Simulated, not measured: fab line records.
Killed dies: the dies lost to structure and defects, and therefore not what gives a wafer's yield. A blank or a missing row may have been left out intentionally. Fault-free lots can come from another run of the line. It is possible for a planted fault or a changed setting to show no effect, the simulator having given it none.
fab line records	flow n5-finfet
record lots=3	wafers=9	last-day=18
route steps=1938 shown MOL_CONTACT_COAG@601 BEOL_M0_SAQP@632 BEOL_M4@1111 PASSIVATION@1936
lots with no fault: from the same line, run without faults
start-h: hours from the record's opening day to when the first of the lot's shown wafers began	wait-h: time in hours since the lot's previous step	" same as the row above	L1.1+2: a row that stands for several wafers	- either no value or no given start	* or withheld: withheld	< > ~ a bound
route shown NAME@n: names a module that has steps shown in the file, with the first one's number in the route	usual: mean/standard deviation of fault-free wafers	same: alike in all rows	chamber/n: place in a boat	sites: the reading at each site	_std_site: standard deviation across them	_edge_site: the outer-site mean with the inner-site mean subtracted	radius-mm: for every site, how far away it sits from the centre of the wafer	mask NAME#n: copy n	behind: the last tool/chamber to shape the wafer	hold: cause of the lot's hold/its duration in hours/its outcome	device: the n, p or np transistor that did not switch	end of line: the same wafers' tests at the end of the route	a step given without rows: its recipe and nothing more	killed: count of dies lost to structure and defects at first sort (not the wafer's yield)	map: shows each die of a wafer: x if killed, . if not, _ if none is there
set.NAME: the setting the step ran with; set.NAME@STEP: the setting that earlier step ran with	model.NAME: the simulator's own value behind a step, which no gauge read
lots seen at some steps along the route; tables by step, rows by wafer
services: the hour from which a tool's chamber was out of use, counted from the record's first day as start-h (under 0 if before that day), plus the number of hours and why
## steps
# step N5_MOL_CONTACT_COAG_DEVELOP_39
# recipe develop-time-s=30	developer=TMAH	resist=CAR-EUV	rinse-liquid=surfactant-rinse	dry=air-spin	dev-temp-c=23
# step N5_MOL_CONTACT_COAG_DESCUM_45
# recipe chemistry=O2	time-s=7	source-power-w=50	bias-power-w=20	pressure-mtorr=20	rf-frequency-hz=2.712e+07	temp-c=40	resist=CAR-EUV	o2-flow-sccm=225
# step N5_MOL_CONTACT_COAG_ETCH_65
# recipe chemistry=N2/H2	target=underlayer	target-depth-a=130	mask-material=CAR-EUV	time-s=10.4	ion-energy-ev=200	pressure-mtorr=30	source-w=840	bias-w=150	n2-flow-sccm=200	h2-flow-sccm=200	ends=cleared
# step N5_MOL_CONTACT_COAG_ETCH_66
# recipe chemistry=CF4	target=SiARC	target-depth-a=130	mask-material=CAR-EUV	time-s=21.7	ion-energy-ev=80	pressure-mtorr=40	source-w=545	bias-w=36	Ar_flow_sccm=100	cf4-flow-sccm=100	ends=cleared
# step N5_MOL_CONTACT_COAG_ALD_133
# recipe material=SiO2	target-thk-a=50	temp-c=100	ald-precursor-family=BDEAS	ald-co-reactant=O2-plasma	pulse-time-s=1	co-reactant-pulse-time-s=1	purge-time-s=2	co-reactant-purge-time-s=2	ald-cycles=35	pressure-torr=2
# step N5_MOL_CONTACT_COAG_ETCHBACK_134
# recipe chemistry=CHF3	target=SiO2	target-depth-a=100	time-s=6.7	ion-energy-ev=200	pressure-mtorr=30	source-w=610	bias-w=170	Ar_flow_sccm=200	CHF3_flow_sccm=50
# step N5_MOL_CONTACT_COAG_ETCH_67
# recipe chemistry=N2/H2	target=SOC	target-depth-a=600	overetch-a=210	mask-material=SiARC	temp-c=40	time-s=101.2	ion-energy-ev=200	pressure-mtorr=30	source-w=840	bias-w=150	n2-flow-sccm=200	h2-flow-sccm=200
# step N5_MOL_CONTACT_COAG_STRIP_68
# recipe chemistry=N2/H2	temp-c=40	n2-flow-sccm=200	h2-flow-sccm=200	rf-frequency-hz=6e+07
# step N5_MOL_CONTACT_COAG_STRIP_69
# recipe chemistry=N2/H2	temp-c=40	n2-flow-sccm=200	h2-flow-sccm=200	rf-frequency-hz=6e+07
# step N5_MOL_CONTACT_COAG_ETCHBACK_136
# recipe chemistry=CHF3	target=SiO2	target-depth-a=250	time-s=16.7	ion-energy-ev=200	pressure-mtorr=30	source-w=610	bias-w=170	Ar_flow_sccm=200	CHF3_flow_sccm=50
# usual drypump-motor-current-A=5.6/0.52	oes-product-au=0.77/0.083	rf-vpp-V=517/14	showerhead-plenum-p-Torr=2.40/0.054	throttle-valve-pct=18.74/0.27
lot.wafer	tool	chamber	start-h	wait-h	drypump-motor-current-A	oes-product-au	rf-hours-counter-h	rf-vpp-V	showerhead-plenum-p-Torr	throttle-valve-pct	model.SOC_of_MOL_CONTACT_COAG_COAT_62.thk-nm
L379.2	rie-diel-05	2	131.63	0.0	5.9	0.86	40	496	2.34	18.53	57.4
L379.5	"	1	"	"	4.9	0.70	-	512	2.41	18.64	57.2
L379.6	"	2	"	"	5.9	0.86	-	495	2.34	18.53	57.2
L389.1	rie-diel-05	1	192.53	0.0	4.9	0.69	189	515	2.40	18.66	57.4
L389.4	"	2	"	"	5.9	0.61	60	496	2.33	18.53	58.4
L389.5	"	3	"	"	5.6	0.70	-	529	2.43	18.71	57
L396.2	rie-diel-02	3	231.93	0.0	5.3	0.93	11	499	2.42	18.80	57.4
L396.4	"	0	"	"	6.2	0.68	238	538	2.44	19.18	57.4
L396.6	"	3	"	"	5.3	0.92	-	498	2.42	18.80	57.6
# step N5_MOL_CONTACT_COAG_STRIP_120
# recipe chemistry=CHF3	resist=SiARC	rf-frequency-hz=6e+07
# step N5_MOL_CONTACT_COAG_VIA_ETCH_117
# recipe chemistry=C4F6/O2	target-depth-a=400	overetch-a=80	mask-material=SOC	target=SiO2	bias-w=455	pressure-mtorr=10	time-s=26	source-w=325	Ar_flow_sccm=300	C4F6_flow_sccm=10	O2_flow_sccm=10	ion-energy-ev=575.3	ends=end-point
# usual drypump-motor-current-A=5.6/0.52	oes-product-au=0.69/0.068	rf-vpp-V=1567/38	showerhead-plenum-p-Torr=2.86/0.064	throttle-valve-pct=41.0/0.39
lot.wafer	tool	chamber	start-h	wait-h	drypump-motor-current-A	oes-product-au	rf-hours-counter-h	rf-vpp-V	showerhead-plenum-p-Torr	throttle-valve-pct	model.etch.depth-nm	model.MOL_CONTACT_COAG.feature-depth-nm
L379.2	rie-diel-05	2	131.66	0.0	5.9	0.80	40	1508	2.79	40.9	40.82	40.8
L379.5	"	1	"	"	4.9	0.66	-	1561	2.87	40.8	41.55	41.6
L379.6	"	2	"	"	5.9	0.80	-	1508	2.79	41.0	40.74	40.8
L389.1	rie-diel-05	1	192.56	0.0	4.9	0.64	189	1560	2.86	40.8	41.11	41.2
L389.4	"	2	"	"	5.9	0.83	60	1506	2.78	41.1	46.44	46.4
L389.5	"	3	"	"	5.6	0.62	-	1599	2.90	40.9	39.79	39.8
L396.2	rie-diel-02	3	231.96	0.0	5.3	0.82	11	1514	2.89	41.8	39.61	39.6
L396.4	"	0	"	"	6.2	0.62	238	1625	2.92	41.4	40.62	40.6
L396.6	"	3	"	"	5.3	0.81	-	1513	2.89	41.8	39.75	39.8
# step N5_MOL_CONTACT_COAG_ETCH_124
# recipe chemistry=CH3F/O2	target=SiNx	target-depth-a=65	mask-material=SOC	stop-on=SiOC	over-etch-frac=0.3	ion-energy-ev=120	pressure-mtorr=30	source-w=395	bias-w=73	Ar_flow_sccm=150	CH3F_flow_sccm=30	O2_flow_sccm=20	ends=end-point
# usual drypump-motor-current-A=5.6/0.52	oes-product-au=0.66/0.067	rf-vpp-V=294/7.6	showerhead-plenum-p-Torr=2.02/0.049	throttle-valve-pct=16.34/0.29
# same over-etch-frac=0.3
lot.wafer	tool	chamber	start-h	wait-h	drypump-motor-current-A	oes-product-au	rf-hours-counter-h	rf-vpp-V	showerhead-plenum-p-Torr	throttle-valve-pct
L379.2	rie-diel-05	2	131.69	0.0	5.9	0.75	40	282	1.96	16.08
L379.5	"	1	"	"	4.9	0.62	-	291	2.02	16.25
L379.6	"	2	"	"	5.9	0.74	-	281	1.96	16.09
L389.1	rie-diel-05	1	192.59	0.0	4.9	0.60	189	291	2.01	16.30
L389.4	"	2	"	"	5.9	0.32	60	280	1.96	16.12
L389.5	"	3	"	"	5.6	0.60	-	300	2.04	16.37
L396.2	rie-diel-02	3	231.99	0.0	5.3	0.78	11	284	2.04	16.38
L396.4	"	0	"	"	6.2	0.59	238	306	2.06	16.82
L396.6	"	3	"	"	5.3	0.78	-	282	2.04	16.36
# step N5_MOL_CONTACT_COAG_ETCH_48
# recipe chemistry=C4F6/O2	target-depth-a=150	overetch-a=45	mask-material=SOC	target=SiOC	bias-w=465	pressure-mtorr=10	time-s=17	source-w=335	Ar_flow_sccm=300	C4F6_flow_sccm=10	O2_flow_sccm=10	ion-energy-ev=576
# usual drypump-motor-current-A=5.6/0.53	oes-product-au=0.63/0.073	rf-vpp-V=1569/38	showerhead-plenum-p-Torr=2.86/0.064	throttle-valve-pct=40.5/0.38
lot.wafer	tool	chamber	start-h	wait-h	drypump-motor-current-A	oes-product-au	rf-hours-counter-h	rf-vpp-V	showerhead-plenum-p-Torr	throttle-valve-pct	model.SOC_of_MOL_CONTACT_COAG_COAT_62.thk-nm
L379.2	rie-diel-05	2	131.73	0.0	5.9	0.66	40	1508	2.79	40.5	46.2
L379.5	"	1	"	"	4.9	0.53	-	1562	2.87	40.3	46.6
L379.6	"	2	"	"	5.9	0.75	-	1509	2.79	40.5	46
L389.1	rie-diel-05	1	192.63	0.0	4.9	0.59	189	1561	2.86	40.3	46.8
L389.4	"	2	"	"	6.0	0.32	60	1507	2.78	40.4	47.2
L389.5	"	3	"	"	5.6	0.62	-	1602	2.90	40.4	45.6
L396.2	rie-diel-02	3	232.03	0.0	5.3	0.74	11	1515	2.89	41.3	45.8
L396.4	"	0	"	"	6.2	0.52	238	1626	2.92	40.9	46
L396.6	"	3	"	"	5.3	0.72	-	1516	2.89	41.3	45.8
# step N5_MOL_CONTACT_COAG_STRIP_72
# recipe chemistry=N2/H2	power-w=450	temp-c=40	pressure-mtorr=20	rf-frequency-hz=6e+07	overash-fraction=3	bias-power-w=7	h2-frac=0.5	n2-flow-sccm=200	h2-flow-sccm=200
# step N5_MOL_CONTACT_COAG_STRIP_49
# recipe chemistry=N2/H2	time-s=30	power-w=1000	temp-c=250	pressure-mtorr=withheld	n2-flow-sccm=1750	h2-flow-sccm=3250
# step N5_MOL_CONTACT_COAG_PRECLEAN_138
# recipe chemistry=alkaline-clean	temp-c=60	time-s=60	do-ppb=50
# step N5_MOL_CONTACT_COAG_SRD_139
# recipe dry=ipa-marangoni	time-s=30	temp-c=23	rinse-liquid=diw
# step N5_MOL_CONTACT_COAG_PRE_CLEAN_121
# recipe gas=H2/He	time-s=*	temp-c=withheld
# step N5_MOL_CONTACT_COAG_CVD_140
# recipe material=W	target-thk-a=665	mode=selective-fill	temp-c=300	time-s=215
# step N5_MOL_CONTACT_COAG_PRECLEAN_127
# recipe chemistry=DIW	time-s=57.5	temp-c=23
# step N5_MOL_CONTACT_COAG_SRD_128
# recipe dry-time-s=32	dry=n2-spin	spin-rpm=1500
# step N5_MOL_CONTACT_COAG_CMP_52
# recipe stop-on=SiO2	t-overpolish-s=1.5	post-cmp-clean=w-dilute-nh4oh	down-force-psi=4	platen-rpm=50.289	pad-velocity-m-s=1.0006	target-thk-nm=66.5
# step N5_MOL_CONTACT_COAG_ANNEAL_112
# recipe temp-c=400	time-s=1800	ambient=HPD2	pressure-atm=10
# step N5_BEOL_M0_SAQP_PECVD_00
# recipe material=SiCN	target-thk-a=80	temp-c=withheld	precursor=3MS/NH3	pressure-torr=3	rf-w=202	time-s=14
# step N5_BEOL_M0_SAQP_ILD_DEP_01
# recipe material=SiOC	target-thk-a=454.19	temp-c=350	precursor=DEMS/O2	pressure-torr=5	rf-w=500	time-s=8.7
# step N5_BEOL_M0_SAQP_HM_DEP_02
# recipe material=TiN	target-thk-a=120	temp-c=25	chamber-pressure-pa=0.49996
# step N5_BEOL_M0_SAQP_PECVD_03
# recipe material=SiCN	target-thk-a=120	temp-c=withheld	precursor=3MS/NH3	pressure-torr=3	rf-w=202	time-s=21.1
# step N5_BEOL_M0_SAQP_PECVD_96
# recipe material=a-Si	target-thk-a=450	temp-c=350	precursor=SiH4/He	pressure-torr=3	rf-w=100	time-s=45.2
# step N5_BEOL_M0_SAQP_PECVD_97
# recipe material=SiNx	target-thk-a=230	temp-c=350	precursor=SiH4/NH3/N2	pressure-torr=1.5	rf-w=300	time-s=19.9
# step N5_BEOL_M0_SAQP_PECVD_04
# recipe material=a-Si	target-thk-a=600	temp-c=350	precursor=SiH4/He	pressure-torr=3	rf-w=100	time-s=60.2
# step N5_BEOL_M0_SAQP_HM_DEP_111
# recipe material=SiO2	target-thk-a=120	temp-c=400	precursor=SiH4/N2O	pressure-torr=0.75	rf-w=275	time-s=7.2
# step N5_BEOL_M0_SAQP_COAT_81
# recipe resist=SOC	temp-c=250	time-s=60	spin-rpm=1500	resist-thk-nm=100
# step N5_BEOL_M0_SAQP_COAT_82
# recipe resist=SiARC	temp-c=220	time-s=60	spin-rpm=1500	resist-thk-nm=30
# step N5_BEOL_M4_RC_MEAS_101
# usual DIBL_N=36.5/2.2	DIBL_P=36.9/2.9	IOFF_N=0.17/0.044	IOFF_P=0.22/0.052	ION_N=671/16	ION_P=461/10	SS_N=71.6/0.73	SS_P=73.5/0.79	VT_N=250/4.1	VT_P=-250/4.1
lot.wafer	tool	chamber	start-h	wait-h	DIBL_N[mV/V]	DIBL_P[mV/V]	IOFF_N[nA/um]	IOFF_P[nA/um]	ION_N[uA/um]	ION_P[uA/um]	SS_N[mV/dec]	SS_P[mV/dec]	VT_N[mV]	VT_P[mV]
L379.2	prober-02	0	207.89	0.2	36.5	38.1	0.17	0.26	690	476	71.5	73.4	247	-246
L379.5	"	0	"	"	34.6	35.5	0.15	0.23	673	476	71.9	72.8	249	-248
L379.6	"	0	"	"	35.7	37.5	0.17	0.26	686	481	71.3	74.0	248	-248
L389.1	prober-01	0	291.19	0.3	37.5	39.0	0.21	0.25	686	475	72.1	73.5	248	-248
L389.5	"	0	"	"	35.6	36.9	0.16	0.21	665	455	71.7	73.2	249	-250
L396.2	prober-01	0	317.98	0.2	39.2	40.9	0.21	0.29	694	475	72.2	74.2	245	-246
L396.4	"	0	"	"	36.9	36.9	0.14	0.21	658	456	71.6	73.0	253	-251
L396.6	"	0	"	"	37.1	37.6	0.17	0.21	679	466	72.3	73.8	248	-251
# step N5_PASSIVATION_PROBE_49
# usual defect-limited-yield=91.3/1.4	killed_at_M0_to_M3=36/10	killed_at_M4_up=13/5.4	killed-at-contacts=12/5.3	killed-at-front-end=39/10	killed-at-other=3.2/2.7	killed-dies=103/16	killed-on-rim=13/4	killed-open=68/13	killed-short=33/6.6	sort_bin_5_function=5.1/0.92	sort_bin_6_memory=3.3/0.68	sort-n-pass=1077/17	sort-yield-pct=91.2/1.4
# same gross-dies=1180	killed-at-back-side=0	sort_bin_4_leakage[%]=0	sort_bin_8_speed[%]=0
lot.wafer	tool	chamber	start-h	wait-h	defect-limited-yield[%]	killed_at_M0_to_M3	killed_at_M4_up	killed-at-contacts	killed-at-front-end	killed-at-other	killed-dies	killed-on-rim	killed-open	killed-short	sort_bin_5_function[%]	sort_bin_6_memory[%]	sort-n-pass	sort-yield-pct[%]
L379.2	prober-01	-	311.98	0.1	93.5	22	12	8	32	3	77	8	46	30	3.6	2.7	1103	93.5
L379.5	prober-01	-	312.13	0.2	91.1	38	9	13	40	5	105	10	67	37	4.5	4.0	1075	91.1
L379.6	prober-01	-	312.18	0.3	89.2	57	16	5	45	5	128	18	92	36	6.1	4.4	1052	89.2
L389.1	prober-01	-	412.01	0.0	91.7	33	5	9	49	2	98	16	67	27	4.5	3.5	1082	91.7
L389.4	prober-01	-	412.16	0.2	0	35	15	1079	47	4	1180	152	86	34	95.1	4.7	0	0
L389.5	prober-01	-	412.21	0.2	89.4	39	9	14	52	11	125	17	73	52	6.0	3.9	1055	89.4
L396.2	prober-01	-	432.45	0.1	87.9	46	10	24	57	6	143	15	101	40	6.6	5.1	1037	87.9
L396.4	prober-01	-	432.55	0.2	87.3	42	11	24	69	4	150	23	108	42	7.8	4.7	1030	87.3
L396.6	prober-01	-	432.65	0.3	90.6	40	15	20	32	4	111	14	86	23	5.3	3.7	1069	90.6
# killed by level:class
L379.2 FIN_SAQP:geometric-particle:short=13 MOL_CONTACT_COAG:geometric-particle:open=7 STI_FIN_REVEAL:geometric-particle:open=5 BEOL_M4:geometric-particle:open=5 DUMMY_GATE:geometric-particle:open=4 BEOL_M0_SAQP:geometric-particle:open=4 BEOL_M1:geometric-particle:open=4 BEOL_M3:geometric-particle:open=4
L379.5 FIN_SAQP:geometric-particle:open=13 MOL_CONTACT_COAG:geometric-particle:open=12 BEOL_M3:geometric-particle:open=11 BEOL_M0_SAQP:geometric-particle:short=9 FIN_SAQP:geometric-particle:short=8 STI_FIN_REVEAL:geometric-particle:open=7 BEOL_M2:geometric-particle:open=6 BEOL_M2:geometric-particle:short=4
L379.6 BEOL_M0_SAQP:geometric-particle:open=14 FIN_SAQP:geometric-particle:open=12 BEOL_M3:geometric-particle:open=11 FIN_SAQP:geometric-particle:short=10 BEOL_M2:geometric-particle:open=10 BEOL_M0_SAQP:geometric-particle:short=8 BEOL_M4:geometric-particle:open=8 DUMMY_GATE:geometric-particle:open=7
L389.1 DUMMY_GATE:geometric-particle:open=13 BEOL_M3:geometric-particle:open=11 STI_FIN_REVEAL:geometric-particle:open=7 MOL_CONTACT_COAG:geometric-particle:open=6 BEOL_M2:geometric-particle:open=6 STARTING-WAFER:geometric-particle:short=6 FIN_SAQP:geometric-particle:open=5 BEOL_M1:geometric-particle:open=4
L389.4 MOL_CONTACT_COAG:area-etch=1060 MOL_CONTACT_COAG:geometric-particle:open=15 STI_FIN_REVEAL:geometric-particle:open=11 BEOL_M3:geometric-particle:open=8 DUMMY_GATE:geometric-particle:open=7 BEOL_M1:geometric-particle:open=6 ILD0:geometric-particle:open=6 BEOL_M0_SAQP:geometric-particle:open=6
L389.5 DUMMY_GATE:geometric-particle:open=13 BEOL_M3:geometric-particle:short=10 MOL_CONTACT_COAG:geometric-particle:open=9 FIN_SAQP:geometric-particle:open=8 STI_FIN_REVEAL:geometric-particle:open=7 BEOL_M3:geometric-particle:open=7 GATE_CUT:geometric-particle:short=6 BEOL_M4:geometric-particle:short=6
L396.2 STI_FIN_REVEAL:geometric-particle:open=25 MOL_CONTACT_COAG:geometric-particle:open=20 BEOL_M0_SAQP:geometric-particle:short=10 BEOL_M1:geometric-particle:open=10 BEOL_M0_SAQP:geometric-particle:open=8 BEOL_M2:geometric-particle:open=8 BEOL_M3:geometric-particle:open=6 STI_FIN_REVEAL:geometric-particle:short=5
L396.4 STI_FIN_REVEAL:geometric-particle:open=30 MOL_CONTACT_COAG:geometric-particle:open=21 BEOL_M3:geometric-particle:open=12 STI_FIN_REVEAL:geometric-particle:short=9 FIN_SAQP:geometric-particle:open=8 DUMMY_GATE:geometric-particle:open=7 BEOL_M2:geometric-particle:open=7 BEOL_M0_SAQP:geometric-particle:open=6
L396.6 MOL_CONTACT_COAG:geometric-particle:open=17 STI_FIN_REVEAL:geometric-particle:open=9 BEOL_M2:geometric-particle:open=9 BEOL_M3:geometric-particle:open=9 BEOL_M1:geometric-particle:open=8 BEOL_M5:geometric-particle:open=8 DUMMY_GATE:geometric-particle:open=4 GATE_CUT:geometric-particle:open=4
# map L389.4 (x killed, . not)
_________________xxxxxxxxxxxx________________
______________xxxxxxxxxxxxxxxxxx_____________
___________xxxxxxxxxxxxxxxxxxxxxxxx__________
__________xxxxxxxxxxxxxxxxxxxxxxxxxx_________
________xxxxxxxxxxxxxxxxxxxxxxxxxxxxxx_______
_______xxxxxxxxxxxxxxxxxxxxxxxxxxxxxxxx______
______xxxxxxxxxxxxxxxxxxxxxxxxxxxxxxxxxx_____
_____xxxxxxxxxxxxxxxxxxxxxxxxxxxxxxxxxxxx____
____xxxxxxxxxxxxxxxxxxxxxxxxxxxxxxxxxxxxxx___
___xxxxxxxxxxxxxxxxxxxxxxxxxxxxxxxxxxxxxxxx__
___xxxxxxxxxxxxxxxxxxxxxxxxxxxxxxxxxxxxxxxx__
__xxxxxxxxxxxxxxxxxxxxxxxxxxxxxxxxxxxxxxxxxx_
__xxxxxxxxxxxxxxxxxxxxxxxxxxxxxxxxxxxxxxxxxx_
_xxxxxxxxxxxxxxxxxxxxxxxxxxxxxxxxxxxxxxxxxxxx
_xxxxxxxxxxxxxxxxxxxxxxxxxxxxxxxxxxxxxxxxxxxx
_xxxxxxxxxxxxxxxxxxxxxxxxxxxxxxxxxxxxxxxxxxxx
_xxxxxxxxxxxxxxxxxxxxxxxxxxxxxxxxxxxxxxxxxxxx
_xxxxxxxxxxxxxxxxxxxxxxxxxxxxxxxxxxxxxxxxxxxx
_xxxxxxxxxxxxxxxxxxxxxxxxxxxxxxxxxxxxxxxxxxxx
_xxxxxxxxxxxxxxxxxxxxxxxxxxxxxxxxxxxxxxxxxxxx
_xxxxxxxxxxxxxxxxxxxxxxxxxxxxxxxxxxxxxxxxxxxx
__xxxxxxxxxxxxxxxxxxxxxxxxxxxxxxxxxxxxxxxxxx_
__xxxxxxxxxxxxxxxxxxxxxxxxxxxxxxxxxxxxxxxxxx_
___xxxxxxxxxxxxxxxxxxxxxxxxxxxxxxxxxxxxxxxx__
___xxxxxxxxxxxxxxxxxxxxxxxxxxxxxxxxxxxxxxxx__
____xxxxxxxxxxxxxxxxxxxxxxxxxxxxxxxxxxxxxx___
_____xxxxxxxxxxxxxxxxxxxxxxxxxxxxxxxxxxxx____
______xxxxxxxxxxxxxxxxxxxxxxxxxxxxxxxxxx_____
_______xxxxxxxxxxxxxxxxxxxxxxxxxxxxxxxx______
________xxxxxxxxxxxxxxxxxxxxxxxxxxxxxx_______
__________xxxxxxxxxxxxxxxxxxxxxxxxxx_________
___________xxxxxxxxxxxxxxxxxxxxxxxx__________
______________xxxxxxxxxxxxxxxxxx_____________
_________________xxxxxxxxxxxx________________
# map L379.6 (x killed, . not)
_________________...x........________________
______________.......x...x.....x_____________
___________........................__________
__________..............x..........._________
________x...........................x._______
_______x.................x.............______
______..........x.....x...x.....x......._____
_____...x..........x.....x...............____
____..xx............x.x.x.......x.x.......___
___.x.....x.............x.................x__
___...x...x.x.........x......x.............__
__...........x..........xx................x._
__.....x.........x...x......................_
_x......x..............x...........x...x.x...
_xx..xx........x.......x...xx....x....x......
_.....xx.xx........................x..x......
_..x............................x............
_.................x.....x.......x.x..x.......
_......xx........x...x..x.......x......x.x..x
_.......x....................................
_x.............x.....x.x.....................
__......x.......x.......x...........x.....xx_
__......x..x......x....x...................._
___.....x.........x......x...x........x..xx__
___x........x.......x.....xx.......x.x...x.__
____...xx....................xx...........___
_____............................x.....x.____
______.......x.x........x........xx....._____
_______...................x............______
________...................x.........._______
__________........x.......xx..x.x..._________
___________..x.........x...x.......__________
______________.................._____________
_________________............________________
## services
tool	chamber	start-h	hours	kind
rie-diel-05	1	121.32	1.8	repair
rie-diel-02	3	177.94	-	clean
rie-diel-02	3	177.94	-	consumable-replace:focus-ring
rie-diel-02	3	177.94	17.6	scheduled-down
rie-diel-02	3	177.94	17.6	vent-cycle
rie-diel-05	3	211.18	8.2	repair
rie-diel-05	3	228.10	-	clean
rie-diel-05	3	228.10	-	consumable-replace:esc
rie-diel-05	3	228.10	-	consumable-replace:focus-ring
rie-diel-05	3	228.10	26.0	scheduled-down
rie-diel-05	3	228.10	26.0	vent-cycle
rie-diel-05	1	231.51	7.3	repair
## key
first-sign step=N5_MOL_CONTACT_COAG_ETCH_124	reading=oes-product-au	direction=down	sigmas=5.1	usual=0.66	struck=0.32
effect step=N5_MOL_CONTACT_COAG_ETCH_48	reading=oes-product-au	direction=down	sigmas=4.3	usual=0.63	struck=0.32
effect step=N5_PASSIVATION_PROBE_49	reading=killed-at-contacts	direction=up	sigmas=99+	usual=12	struck=1079
model-effect step=N5_MOL_CONTACT_COAG_ETCHBACK_136	value=SOC_of_MOL_CONTACT_COAG_COAT_62.thk-nm	without=57.2	struck=58.4
model-effect step=N5_MOL_CONTACT_COAG_VIA_ETCH_117	value=etch.depth-nm	without=40.39	struck=46.44
model-effect step=N5_MOL_CONTACT_COAG_ETCH_48	value=SOC_of_MOL_CONTACT_COAG_COAT_62.thk-nm	without=46	struck=47.2
more-kills-born-at N5_MOL_CONTACT_COAG_VIA_ETCH_117@rie-diel-05=1060
met-at N5_MOL_CONTACT_COAG_ETCHBACK_136
struck-wafers L389.4
later-rows-left-out L389.4
onset-between 131.63 192.53
fault kind=process-parameter-drift	tool=rie-diel-05	chamber=-	onset-h=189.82	steps=N5_MOL_CONTACT_COAG_ETCHBACK_136	channel=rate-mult	offset=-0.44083	shape=step	end-h=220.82	scope=struck-wafers-only
# later-rows-left-out: the simulator's readings of these wafers behind a module that went badly wrong aren't trusted and aren't shown, but for the sort
